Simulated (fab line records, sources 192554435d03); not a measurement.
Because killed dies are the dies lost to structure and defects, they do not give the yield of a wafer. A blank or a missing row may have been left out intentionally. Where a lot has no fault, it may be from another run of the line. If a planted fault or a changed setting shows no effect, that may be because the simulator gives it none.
Matching of chambers | flow n5-finfet | 4 sister chambers for N5_MOL_CONTACT_COAG_ETCHBACK_134 on rie-diel-06
The step etches SiO2 in CHF3, target depth 10 nm, time 6.7 s. 22 wafers are shown with their chamber, then 11 later ones without.

## EACH WAFER AND ITS CHAMBER
wafer  | chamber | drypump-motor-current-A (A) | throttle-valve-pct (%) | showerhead-plenum-p-Torr (Torr)
L074.1 | 2       | 6.9                         | 19.16                  | 2.39
L074.4 | 0       | 5.8                         | 18.77                  | 2.40
L074.5 | 2       | 6.9                         | 19.16                  | 2.39
L079.2 | 3       | 5.4                         | 18.56                  | 2.42
L079.4 | 1       | 5.7                         | 18.96                  | 2.32
L079.6 | 2       | 6.8                         | 19.18                  | 2.38
L080.1 | 1       | 5.8                         | 18.96                  | 2.31
L080.2 | 2       | 6.8                         | 19.18                  | 2.38
L080.5 | 3       | 5.4                         | 18.54                  | 2.42
L081.1 | 3       | 5.4                         | 18.55                  | 2.41
L081.2 | 2       | 6.8                         | 19.20                  | 2.38
L081.5 | 2       | 6.8                         | 19.19                  | 2.38
L085.2 | 2       | 6.8                         | 19.21                  | 2.38
L085.5 | 1       | 5.8                         | 18.97                  | 2.31
L085.6 | 2       | 6.9                         | 19.21                  | 2.38
L087.3 | 2       | 6.8                         | 19.20                  | 2.38
L087.5 | 3       | 5.4                         | 18.57                  | 2.41
L087.6 | 2       | 6.8                         | 19.22                  | 2.38
L090.1 | 1       | 5.8                         | 19.00                  | 2.31
L090.4 | 3       | 5.5                         | 18.59                  | 2.41
L090.5 | 3       | 5.4                         | 18.58                  | 2.41
L093.1 | 0       | 5.7                         | 18.83                  | 2.38

SIGNATURES, as means of the wafers listed above
reading                  | chamber 0 | chamber 1 | chamber 2 | chamber 3 | scatter within a chamber
drypump-motor-current-A  | 5.750     | 5.775     | 6.830     | 5.417     | 0.0482
throttle-valve-pct       | 18.8000   | 18.9725   | 19.1910   | 18.5650   | 0.0217
showerhead-plenum-p-Torr | 2.3900    | 2.3125    | 2.3820    | 2.4133    | 0.00562
Rule: a wafer's distance from a chamber is the root of the sum, over the readings, of the square of ((its reading less the chamber's mean) divided by the reading's scatter). If the next closest chamber is less than 2 further off than the closest, the wafer can't be placed; otherwise it belongs to the closest. The scatter is the square root of a quotient: the sum, over the shown wafers, of each reading's squared deviation from its chamber's mean, divided by wafers minus chambers.

## WAFERS WITHOUT THEIR CHAMBER
wafer  | drypump-motor-current-A (A) | throttle-valve-pct (%) | showerhead-plenum-p-Torr (Torr)
L093.4 | 5.8                         | 19.00                  | 2.31
L093.6 | 5.8                         | 18.80                  | 2.38
L094.1 | 5.5                         | 18.59                  | 2.40
L094.5 | 5.7                         | 18.83                  | 2.38
L094.6 | 5.5                         | 18.60                  | 2.40
L095.3 | 5.8                         | 18.99                  | 2.30
L095.5 | 5.4                         | 18.61                  | 2.40
L095.6 | 6.8                         | 19.24                  | 2.37
L096.1 | 6.8                         | 19.24                  | 2.37
L096.3 | 5.8                         | 19.02                  | 2.30
L096.5 | 5.4                         | 18.60                  | 2.40

## CHAMBER TAKEN BY EACH
wafer  | from the rows above | in truth
L093.4 | 1                   | 1
L093.6 | 0                   | 0
L094.1 | 3                   | 3
L094.5 | 0                   | 0
L094.6 | 3                   | 3
L095.3 | 1                   | 1
L095.5 | 3                   | 3
L095.6 | 2                   | 2
L096.1 | 2                   | 2
L096.3 | 1                   | 1
L096.5 | 3                   | 3
Correctly placed: 11 of 11. Left unplaced by these rows: 0. 0 placed wrongly.
